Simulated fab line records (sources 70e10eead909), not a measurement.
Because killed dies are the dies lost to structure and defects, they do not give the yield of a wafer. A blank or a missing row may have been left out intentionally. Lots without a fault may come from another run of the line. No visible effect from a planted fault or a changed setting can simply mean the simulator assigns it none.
Which tool is to blame?	flow nand-harc	18 wafers from 6 lots sampled at 5 of the route's 1159 steps

WHAT EACH GAUGE READ, for each wafer
NHARC_END_SORT_01.
lot	measured	on	defect-limited-yield (%)
L758	day 27 13:33	prober-01	93.4 93.8

WHICH TOOL RAN EACH LOT (tool, then ch and the chambers of the sampled wafers, then the start)
lot	NHARC_P_BONDPAD_STRIP_15	NHARC_P_BONDPAD_DEGAS_25	NHARC_P_BONDPAD_PRE_CLEAN_26	NHARC_P_BONDPAD_PVD_27
L744	rie-diel-05 ch 1,2,3, day 8 22:02	pvd-sputter-03, day 8 22:37	pvd-sputter-03, day 8 22:59 or earlier	pvd-sputter-03, day 8 22:59
L745	rie-diel-05 ch 0,2, day 9 01:29	pvd-sputter-02, day 9 02:07	pvd-sputter-02, day 9 02:29 or earlier	pvd-sputter-02, day 9 02:29
L747	rie-diel-01 ch 1,2,3, day 9 12:06	pvd-sputter-03, day 9 12:38	pvd-sputter-03, day 9 12:52 or earlier	pvd-sputter-03, day 9 12:52
L758	rie-diel-01 ch 0,1,2, day 10 15:39	pvd-sputter-03, day 10 16:11	pvd-sputter-03, day 10 16:23 or earlier	pvd-sputter-03, day 10 16:23
L761	rie-diel-11 ch 0,1,2, day 11 05:20	pvd-sputter-02, day 11 05:53	pvd-sputter-02, day 11 06:07 or earlier	pvd-sputter-02, day 11 06:07
L763	rie-diel-11 ch 0,1,2, day 11 21:13	pvd-sputter-03, day 11 21:44	pvd-sputter-03, day 11 21:58 or earlier	pvd-sputter-03, day 11 21:58
- NHARC_P_BONDPAD_STRIP_15: strips in O2.
- NHARC_P_BONDPAD_DEGAS_25: time 60 s.
- NHARC_P_BONDPAD_PRE_CLEAN_26: time 30 s.
- NHARC_P_BONDPAD_PVD_27: deposits Cu, target thk 30 nm, time 20.49 s.

THE ANSWER, worked out from the rows above alone
Rule: the usual values come from the lots themselves. The widest of any qualifying gaps counts: lots, ordered by their means at a reading, are off when they make up no more than a third of the lots, leave a main group of 4 or more, and stand apart from it by 3 or more times the standard deviation of that group's means. A main group is skipped when, at the precision printed for the reading in the tables above, its means are all equal. A lot without any number at a reading at which 4 lots or more have one is off too. Any other lot the step has rows for is counted as sound.
No lot is off on any of the readings shown, so nothing can be concluded from this.

WHAT THE SIMULATOR PUT IN
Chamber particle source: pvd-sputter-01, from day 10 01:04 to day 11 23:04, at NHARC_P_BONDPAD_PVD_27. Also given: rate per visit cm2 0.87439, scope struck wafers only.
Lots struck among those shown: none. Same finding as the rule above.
